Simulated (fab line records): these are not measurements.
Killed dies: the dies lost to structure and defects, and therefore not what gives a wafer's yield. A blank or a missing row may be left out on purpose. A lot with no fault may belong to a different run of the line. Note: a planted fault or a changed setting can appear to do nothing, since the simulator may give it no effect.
Matching of chambers || flow nand harc || NHARC_P_GATE_DESCUM_48 on rie diel-11 has 4 sister chambers
The step chemistry O2, time 3 s. 16 wafers are shown with their chamber, then 8 later ones without.

WAFERS, EACH WITH ITS CHAMBER
{"wafer": "L074.2", "chamber": 3, "showerhead plenum p Torr (Torr)": 1.91, "oes product au (a.u.)": 0.996, "rf vpp V (V)": 58.9}
{"wafer": "L074.4", "chamber": 2, "showerhead plenum p Torr (Torr)": 1.99, "oes product au (a.u.)": 1.000, "rf vpp V (V)": 57.2}
{"wafer": "L074.6", "chamber": 1, "showerhead plenum p Torr (Torr)": 1.83, "oes product au (a.u.)": 0.996, "rf vpp V (V)": 56.6}
{"wafer": "L078.2", "chamber": 2, "showerhead plenum p Torr (Torr)": 1.99, "oes product au (a.u.)": 1.006, "rf vpp V (V)": 58.5}
{"wafer": "L078.4", "chamber": 3, "showerhead plenum p Torr (Torr)": 1.91, "oes product au (a.u.)": 1.007, "rf vpp V (V)": 57.5}
{"wafer": "L078.5", "chamber": 0, "showerhead plenum p Torr (Torr)": 1.93, "oes product au (a.u.)": 1.025, "rf vpp V (V)": 57.8}
{"wafer": "L080.4", "chamber": 2, "showerhead plenum p Torr (Torr)": 1.99, "oes product au (a.u.)": 1.000, "rf vpp V (V)": 56.9}
{"wafer": "L080.5", "chamber": 2, "showerhead plenum p Torr (Torr)": 1.99, "oes product au (a.u.)": 0.994, "rf vpp V (V)": 56.9}
{"wafer": "L080.6", "chamber": 3, "showerhead plenum p Torr (Torr)": 1.91, "oes product au (a.u.)": 0.988, "rf vpp V (V)": 58.4}
{"wafer": "L082.1", "chamber": 0, "showerhead plenum p Torr (Torr)": 1.92, "oes product au (a.u.)": 1.016, "rf vpp V (V)": 57.3}
{"wafer": "L082.2", "chamber": 3, "showerhead plenum p Torr (Torr)": 1.91, "oes product au (a.u.)": 0.979, "rf vpp V (V)": 58.1}
{"wafer": "L082.4", "chamber": 2, "showerhead plenum p Torr (Torr)": 1.99, "oes product au (a.u.)": 0.997, "rf vpp V (V)": 58.7}
{"wafer": "L086.3", "chamber": 0, "showerhead plenum p Torr (Torr)": 1.92, "oes product au (a.u.)": 1.011, "rf vpp V (V)": 58.4}
{"wafer": "L086.4", "chamber": 1, "showerhead plenum p Torr (Torr)": 1.82, "oes product au (a.u.)": 0.997, "rf vpp V (V)": 57.1}
{"wafer": "L086.5", "chamber": 3, "showerhead plenum p Torr (Torr)": 1.90, "oes product au (a.u.)": 0.999, "rf vpp V (V)": 57.6}
{"wafer": "L090.1", "chamber": 2, "showerhead plenum p Torr (Torr)": 1.98, "oes product au (a.u.)": 0.991, "rf vpp V (V)": 58.2}

SIGNATURES, as means of the wafers listed above
{"reading": "showerhead plenum p Torr", "chamber 0": 1.9233, "chamber 1": 1.8250, "chamber 2": 1.9883, "chamber 3": 1.9080, "scatter within a chamber": 0.00483}
{"reading": "oes product au", "chamber 0": 1.01733, "chamber 1": 0.99650, "chamber 2": 0.99800, "chamber 3": 0.99380, "scatter within a chamber": 0.00763}
{"reading": "rf vpp V", "chamber 0": 57.833, "chamber 1": 56.850, "chamber 2": 57.733, "chamber 3": 58.100, "scatter within a chamber": 0.676}
Rule: a wafer's distance from a chamber is the root of the sum, over the readings, of the square of ((its reading less the chamber's mean) divided by the reading's scatter). If the next closest chamber is less than 2 further off than the closest, the wafer can't be placed; otherwise it belongs to the closest. How the scatter is found: for the shown wafers, subtract from each reading the mean of its chamber, square and add these, divide the total by (wafers less chambers), then take the root.

WAFERS WHOSE CHAMBER IS MISSING
{"wafer": "L090.5", "showerhead plenum p Torr (Torr)": 1.90, "oes product au (a.u.)": 1.000, "rf vpp V (V)": 58.2}
{"wafer": "L090.6", "showerhead plenum p Torr (Torr)": 1.92, "oes product au (a.u.)": 1.007, "rf vpp V (V)": 57.8}
{"wafer": "L091.1", "showerhead plenum p Torr (Torr)": 1.92, "oes product au (a.u.)": 1.008, "rf vpp V (V)": 58.7}
{"wafer": "L091.4", "showerhead plenum p Torr (Torr)": 1.82, "oes product au (a.u.)": 1.007, "rf vpp V (V)": 56.8}
{"wafer": "L091.5", "showerhead plenum p Torr (Torr)": 1.90, "oes product au (a.u.)": 0.992, "rf vpp V (V)": 58.8}
{"wafer": "L095.1", "showerhead plenum p Torr (Torr)": 1.98, "oes product au (a.u.)": 1.012, "rf vpp V (V)": 57.6}
{"wafer": "L095.4", "showerhead plenum p Torr (Torr)": 1.82, "oes product au (a.u.)": 1.003, "rf vpp V (V)": 59.0}
{"wafer": "L095.5", "showerhead plenum p Torr (Torr)": 1.98, "oes product au (a.u.)": 1.002, "rf vpp V (V)": 58.6}

WHICH CHAMBER EACH WENT THROUGH
{"wafer": "L090.5", "from the rows above": 3, "in truth": 3}
{"wafer": "L090.6", "from the rows above": "can't be placed: 0 or 3", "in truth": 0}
{"wafer": "L091.1", "from the rows above": "can't be placed: 0 or 3", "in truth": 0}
{"wafer": "L091.4", "from the rows above": 1, "in truth": 1}
{"wafer": "L091.5", "from the rows above": 3, "in truth": 3}
{"wafer": "L095.1", "from the rows above": 2, "in truth": 2}
{"wafer": "L095.4", "from the rows above": 1, "in truth": 1}
{"wafer": "L095.5", "from the rows above": 2, "in truth": 2}
Placed correctly: 6 of 8. Cannot be placed on the basis of these rows: 2; the candidates contain the true chamber in 2. Wrongly placed: 0.
